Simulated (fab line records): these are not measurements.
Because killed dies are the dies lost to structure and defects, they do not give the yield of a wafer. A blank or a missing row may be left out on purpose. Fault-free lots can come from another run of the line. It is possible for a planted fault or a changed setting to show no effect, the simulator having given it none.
Matching of chambers || flow n5_finfet || N5_BEOL_M8_CMP_52 on cmp-01 has 4 sister chambers
The step polishes, stops on SiCOH lowk, t overpolish 6.9 s, target thk 80 nm. 16 wafers are shown with their chamber, then 8 later ones without.

## WAFERS, EACH WITH ITS CHAMBER
{"wafer": "L077.3", "chamber": 2, "motor_current_A (A)": 5.2, "barrier_field_endpoint_s (s)": 28.5, "overpolish_run_s (s)": 6.897}
{"wafer": "L077.4", "chamber": 3, "motor_current_A (A)": 5.8, "barrier_field_endpoint_s (s)": 29.7, "overpolish_run_s (s)": 6.891}
{"wafer": "L077.6", "chamber": 3, "motor_current_A (A)": 5.8, "barrier_field_endpoint_s (s)": 28.4, "overpolish_run_s (s)": 6.893}
{"wafer": "L086.2", "chamber": 0, "motor_current_A (A)": 5.7, "barrier_field_endpoint_s (s)": 28.2, "overpolish_run_s (s)": 6.901}
{"wafer": "L086.3", "chamber": 3, "motor_current_A (A)": 5.6, "barrier_field_endpoint_s (s)": 28.4, "overpolish_run_s (s)": 6.918}
{"wafer": "L086.5", "chamber": 0, "motor_current_A (A)": 6.0, "barrier_field_endpoint_s (s)": 28.8, "overpolish_run_s (s)": 6.897}
{"wafer": "L084.1", "chamber": 2, "motor_current_A (A)": 5.2, "barrier_field_endpoint_s (s)": 27.9, "overpolish_run_s (s)": 6.904}
{"wafer": "L084.2", "chamber": 3, "motor_current_A (A)": 5.7, "barrier_field_endpoint_s (s)": 28.6, "overpolish_run_s (s)": 6.909}
{"wafer": "L084.3", "chamber": 0, "motor_current_A (A)": 5.9, "barrier_field_endpoint_s (s)": 29.4, "overpolish_run_s (s)": 6.903}
{"wafer": "L087.2", "chamber": 0, "motor_current_A (A)": 5.9, "barrier_field_endpoint_s (s)": 28.1, "overpolish_run_s (s)": 6.900}
{"wafer": "L087.3", "chamber": 2, "motor_current_A (A)": 5.1, "barrier_field_endpoint_s (s)": 28.3, "overpolish_run_s (s)": 6.899}
{"wafer": "L087.6", "chamber": 1, "motor_current_A (A)": 6.0, "barrier_field_endpoint_s (s)": 29.8, "overpolish_run_s (s)": 6.884}
{"wafer": "L089.3", "chamber": 1, "motor_current_A (A)": 6.7, "barrier_field_endpoint_s (s)": 29.2, "overpolish_run_s (s)": 6.893}
{"wafer": "L089.5", "chamber": 0, "motor_current_A (A)": 6.1, "barrier_field_endpoint_s (s)": 29.5, "overpolish_run_s (s)": 6.910}
{"wafer": "L089.6", "chamber": 3, "motor_current_A (A)": 5.8, "barrier_field_endpoint_s (s)": 29.3, "overpolish_run_s (s)": 6.898}
{"wafer": "L088.1", "chamber": 0, "motor_current_A (A)": 5.8, "barrier_field_endpoint_s (s)": 28.7, "overpolish_run_s (s)": 6.895}

SIGNATURES (averages over the wafers above)
{"reading": "motor_current_A", "chamber 0": 5.900, "chamber 1": 6.350, "chamber 2": 5.167, "chamber 3": 5.740, "scatter within a chamber": 0.179}
{"reading": "barrier_field_endpoint_s", "chamber 0": 28.783, "chamber 1": 29.500, "chamber 2": 28.233, "chamber 3": 28.880, "scatter within a chamber": 0.537}
{"reading": "overpolish_run_s", "chamber 0": 6.90100, "chamber 1": 6.88850, "chamber 2": 6.90000, "chamber 3": 6.90180, "scatter within a chamber": 0.00779}
Rule: a wafer lies at a distance from a chamber equal to the root of the sum of squares, over the readings, of (its reading less the chamber's mean, divided by the reading's scatter). The wafer belongs to the nearest chamber; if the next one is less than 2 further off, it can't be placed. The scatter is the square root of a quotient: the sum, over the shown wafers, of each reading's squared deviation from its chamber's mean, divided by wafers minus chambers.

## WAFERS WITHOUT THEIR CHAMBER
{"wafer": "L088.3", "motor_current_A (A)": 6.6, "barrier_field_endpoint_s (s)": 28.4, "overpolish_run_s (s)": 6.901}
{"wafer": "L088.4", "motor_current_A (A)": 5.9, "barrier_field_endpoint_s (s)": 29.0, "overpolish_run_s (s)": 6.916}
{"wafer": "L091.2", "motor_current_A (A)": 5.3, "barrier_field_endpoint_s (s)": 28.2, "overpolish_run_s (s)": 6.913}
{"wafer": "L091.5", "motor_current_A (A)": 5.6, "barrier_field_endpoint_s (s)": 28.3, "overpolish_run_s (s)": 6.912}
{"wafer": "L091.6", "motor_current_A (A)": 6.0, "barrier_field_endpoint_s (s)": 29.6, "overpolish_run_s (s)": 6.904}
{"wafer": "L093.3", "motor_current_A (A)": 6.0, "barrier_field_endpoint_s (s)": 28.3, "overpolish_run_s (s)": 6.897}
{"wafer": "L093.4", "motor_current_A (A)": 5.7, "barrier_field_endpoint_s (s)": 28.6, "overpolish_run_s (s)": 6.895}
{"wafer": "L093.6", "motor_current_A (A)": 5.7, "barrier_field_endpoint_s (s)": 29.1, "overpolish_run_s (s)": 6.894}

## EACH ONE'S CHAMBER
{"wafer": "L088.3", "from the rows above": "can't be placed: 1 or 0 or 3", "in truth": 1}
{"wafer": "L088.4", "from the rows above": "can't be placed: 0 or 3", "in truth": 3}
{"wafer": "L091.2", "from the rows above": "can't be placed: 2 or 3", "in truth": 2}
{"wafer": "L091.5", "from the rows above": "can't be placed: 3 or 0 or 2", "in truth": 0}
{"wafer": "L091.6", "from the rows above": "can't be placed: 0 or 3 or 1", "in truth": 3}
{"wafer": "L093.3", "from the rows above": "can't be placed: 0 or 3 or 1", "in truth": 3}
{"wafer": "L093.4", "from the rows above": "can't be placed: 3 or 0", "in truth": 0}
{"wafer": "L093.6", "from the rows above": "can't be placed: 3 or 0", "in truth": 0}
Placed correctly: 0 of 8. Unplaceable from these rows: 8, with the true chamber sitting among the candidates in 8. Number placed wrongly: 0.
